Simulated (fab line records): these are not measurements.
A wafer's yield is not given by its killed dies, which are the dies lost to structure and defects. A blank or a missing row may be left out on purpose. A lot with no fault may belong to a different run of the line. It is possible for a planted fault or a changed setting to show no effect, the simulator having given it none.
Problem report in the 8D (eight disciplines) form, filled by code + flow nand-harc + the parts of the form that need people (team, actions taken, sign-off) are left out

1. PROBLEM STATEMENT
Wafers without a fault read 720.3 nm, standard deviation 1.8; cd-nm at NHARC_P_GATE_CD_MEAS_59 reads a mean of 666.1 nm on 9 wafers belonging to 3 lots. That is -30 standard deviations from the usual mean.
The step: target cd 720 nm.
First seen on wafer L724.1, day 7 19:04, on cd-sem-01. At this step, 33 wafers from 11 lots have a number in the record. Rule for "out" (also "out of limits"): further than 4 standard deviations from the usual mean. The rest of the wafers with a number are treated as sound.

2. WHAT IT IS AND WHAT IT IS NOT
| question                    | is                     | is not                                                                                      |
|-----------------------------|------------------------|---------------------------------------------------------------------------------------------|
| which readings at this step | cd-nm                  | -                                                                                           |
| which lots                  | L724, L727, L728       | L717, L720, L722, L726, L731, L735, L736, L739                                              |
| which wafers of those lots  | all that have a number | -                                                                                           |
| read on which gauges        | cd-sem-01, cd-sem-03   | cd-sem-02                                                                                   |
| when                        | from day 7 19:04       | up to then (9 sound wafers); but 15 sound wafers of L726, L731, L735, L736, L739 came after |

3. WHAT RULES OUT EACH SUSPECT
Counting: any tool at a process step up to the reading is kept as a suspect provided that every lot that is out went through it and no sound lot did after the first of them.
- ruled out: the gauge at NHARC_P_GATE_CD_MEAS_59. The wafers that are out were read on 2 gauges (cd-sem-01, cd-sem-03).
- krf-scanner-02 at NHARC_P_GATE_EXPOSE_56 (exposes mask P PSD, target cd 720 nm): kept. All lots that are out passed through it, beginning with L724 at day 7 18:55, and no sound lot followed; its final sound lot before that point was L722 at day 6 12:34. On those wafers its own readings are out: exposure-dose-mJ-cm2.
Remaining after the count: krf-scanner-02 at NHARC_P_GATE_EXPOSE_56.

4. THE CAUSE (what the simulator had put in)
Process parameters drifting: krf-scanner-02 at NHARC_P_GATE_EXPOSE_56, beginning at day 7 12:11. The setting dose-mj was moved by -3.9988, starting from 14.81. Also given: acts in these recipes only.
After counting, this tool was the only one left.

5. SEQUENCE OF EFFECTS, ordered by route
One row per reading whose mean, taken over the struck wafers that have a number, lies over 3 standard deviations from the usual. Only readings for which the record gives a usual standard deviation are gone through. hours: the time from each lot's start at the first step in this table that gives one to its start at this step, as a median over the lots. sigmas: the change in usual standard deviations.
| hours | step                    | reading              | usual    | on struck wafers | change | sigmas      |
|-------|-------------------------|----------------------|----------|------------------|--------|-------------|
| 0     | NHARC_P_GATE_EXPOSE_56  | exposure-dose-mJ-cm2 | 14.810   | 10.814           | -3.996 | -99 or more |
| 0     | NHARC_P_GATE_CD_MEAS_59 | cd-nm                | 720.3 nm | 666.1            | -54.2  | -30         |
Process steps it contains:
- NHARC_P_GATE_EXPOSE_56: exposes mask P PSD, target cd 720 nm.
At these later measuring or inspecting steps, every struck wafer for which the step has a row has a number for every such reading, and none has moved that far: NHARC_END_SORT_01.

6. HOW IT WOULD HAVE BEEN CAUGHT EARLIER
Counted from the fault's start at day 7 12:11, it took 7 hours until the first out-of-limits reading at a measuring or inspecting step in this record, taken at day 7 19:04.
The tool's own readings at NHARC_P_GATE_EXPOSE_56 were out on every struck wafer that the step has a row for (exposure-dose-mJ-cm2): an alarm limit on them would have fired on the first of those.
L727, L728, from the lots that are out (3), started NHARC_P_GATE_EXPOSE_56 on krf-scanner-02 later than day 7 19:04. A hold on the tool at that time would have spared those 2.
